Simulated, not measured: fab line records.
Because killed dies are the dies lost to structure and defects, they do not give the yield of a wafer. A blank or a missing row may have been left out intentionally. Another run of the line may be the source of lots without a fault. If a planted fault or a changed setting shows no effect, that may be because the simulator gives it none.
Matching of chambers :: flow n5Finfet :: N5_BEOL_M0_CMP_120 on cmp-04 has 4 sister chambers
The step polishes, stops on SiOC, t overpolish 6.9 s. 4 wafers are shown with their chamber, then 8 later ones without.

== WAFERS PAIRED WITH THEIR CHAMBERS ==
wafer: L081.1
chamber: 0
motorCurrentA (A): 6.4

wafer: L082.2
chamber: 3
motorCurrentA (A): 6.2

wafer: L082.6
chamber: 2
motorCurrentA (A): 6.1

wafer: L089.1
chamber: 1
motorCurrentA (A): 5.7

== WAFERS WHOSE CHAMBER IS MISSING ==
wafer: L089.2
motorCurrentA (A): 6.4

wafer: L089.4
motorCurrentA (A): 5.9

wafer: L090.3
motorCurrentA (A): 5.9

wafer: L090.4
motorCurrentA (A): 6.1

wafer: L090.6
motorCurrentA (A): 5.6

wafer: L091.1
motorCurrentA (A): 6.2

wafer: L091.3
motorCurrentA (A): 5.8

wafer: L091.4
motorCurrentA (A): 6.2

== EACH ONE'S CHAMBER ==
wafer: L089.2
from the rows above: can't be placed: 0 or 3
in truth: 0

wafer: L089.4
from the rows above: can't be placed: 2 or 1 or 3
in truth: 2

wafer: L090.3
from the rows above: can't be placed: 2 or 1 or 3
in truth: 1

wafer: L090.4
from the rows above: can't be placed: 2 or 3
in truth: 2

wafer: L090.6
from the rows above: 1
in truth: 1

wafer: L091.1
from the rows above: can't be placed: 3 or 2 or 0
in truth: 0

wafer: L091.3
from the rows above: can't be placed: 1 or 2
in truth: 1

wafer: L091.4
from the rows above: can't be placed: 3 or 2 or 0
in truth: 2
1 of 8 placed correctly. Cannot be placed on the basis of these rows: 7; the candidates contain the true chamber in 7. Wrongly placed: 0.
How it was worked out, from the rows above alone: a wafer's distance from a chamber is the root of the sum, over the readings, of the square of ((its reading less the chamber's mean) divided by the reading's scatter). If the next closest chamber is less than 2 further off than the closest, the wafer can't be placed; otherwise it belongs to the closest. A chamber's mean is the mean of its shown wafers. The scatter (one wafer shown for each chamber): square how far every hidden wafer sits from the nearest shown wafer, average those squares and take the square root.
